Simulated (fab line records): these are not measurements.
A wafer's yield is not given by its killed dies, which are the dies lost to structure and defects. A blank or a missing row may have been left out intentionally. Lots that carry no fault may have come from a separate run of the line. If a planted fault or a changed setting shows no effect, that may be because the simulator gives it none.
Problem report, 8D (eight disciplines) form, completed by code | flow n5-finfet | the parts of the form that need people (team, actions taken, sign-off) are left out

== 1. WHAT IS WRONG ==
Wafers without a fault read 185.0 W, standard deviation 0.54; bias-w at N5_BEOL_M2_TRENCH_ETCH_37 reads a mean of 193.6 W on 6 wafers belonging to 2 lots. That is +16 standard deviations from the usual mean.
The step: etches SiOC in C4F6/O2, target depth 55.555 nm, time 29.2 s.
First seen on wafer L523.1, day 11 09:53, on rie-diel-06. Wafers with a number at this step in the record: 24, from 9 lots. The rule behind "out" and "out of limits": a value lying over 4 standard deviations away from the usual mean. Any other wafer with a number is counted as sound.

== 2. WHAT IT IS, WHAT IT ISN'T ==
question                    | is                     | is not
which readings at this step | bias-w                 | C4F6_flow_sccm, drypump-motor-current-A, oes_f_703_au, oes-product-au, throttle-valve-pct
which lots                  | L523, L525             | L507, L509, L512, L513, L514, L516, L528
which wafers of those lots  | all that have a number | -
read on which tools         | rie-diel-06            | rie-diel-01, rie-diel-05
when                        | from day 11 09:53      | up to then (15 sound wafers); but 3 sound wafers of L528 came after

== 3. THE SUSPECTS, EACH WITH WHAT RULES IT OUT ==
Counting: a tool stays on the suspect list if, at a process step up to the reading, it processed all lots that are out and no sound lot following the first of them.
- rie-diel-06 at N5_BEOL_M2_ETCHBACK_99 (etches SiO2 in CHF3, target depth 5 nm, time 10.4 s): kept. All lots that are out passed through it, beginning with L523 at day 11 09:39, and no sound lot followed; its final sound lot before that point was L516 at day 10 06:19.
- rie-diel-06 at N5_BEOL_M2_STRIP_36 (strips in N2/H2): kept. All lots that are out passed through it, beginning with L523 at day 11 09:51, and no sound lot followed; its final sound lot before that point was L516 at day 10 06:31.
- rie-diel-06 at N5_BEOL_M2_TRENCH_ETCH_37 (etches SiOC in C4F6/O2, target depth 55.555 nm, time 29.2 s): kept. All lots that are out passed through it, beginning with L523 at day 11 09:53, and no sound lot followed; its final sound lot before that point was L516 at day 10 06:34. Its own bias-w readings are out on those wafers.
rie-diel-06 at N5_BEOL_M2_ETCHBACK_99, rie-diel-06 at N5_BEOL_M2_STRIP_36 and rie-diel-06 at N5_BEOL_M2_TRENCH_ETCH_37 are what is left after counting.

== 4. THE CAUSE (what the simulator had put in) ==
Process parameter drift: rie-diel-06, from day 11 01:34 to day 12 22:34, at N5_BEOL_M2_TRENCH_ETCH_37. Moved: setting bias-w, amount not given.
After counting, 3 suspects remain, this tool included.

== 5. SEQUENCE OF EFFECTS, ordered by route ==
One row per reading whose mean, taken over the struck wafers that have a number, lies over 3 standard deviations from the usual. Readings are gone through only where the record gives a usual standard deviation; hours: the median, over the lots, of the time from a lot's start at the first step in this table giving one to that lot's start at this step; sigmas: the change measured in usual standard deviations.
hours | step                      | reading | usual   | on struck wafers | change | sigmas
0     | N5_BEOL_M2_TRENCH_ETCH_37 | bias-w  | 185.0 W | 193.6            | +8.6   | +16
It contains these process steps:
- N5_BEOL_M2_TRENCH_ETCH_37: etches SiOC in C4F6/O2, target depth 55.555 nm, time 29.2 s.
Later steps that measure or inspect, where all struck wafers having a row at the step show a number for every such reading and not one has moved that far: N5_BEOL_M2_CD_MEAS_35, N5_BEOL_M4_RC_MEAS_101.

== 6. WHAT WOULD HAVE CAUGHT IT SOONER ==
In this record no reading fell out of limits until day 11 09:53, 8 hours after the fault had begun at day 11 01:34.
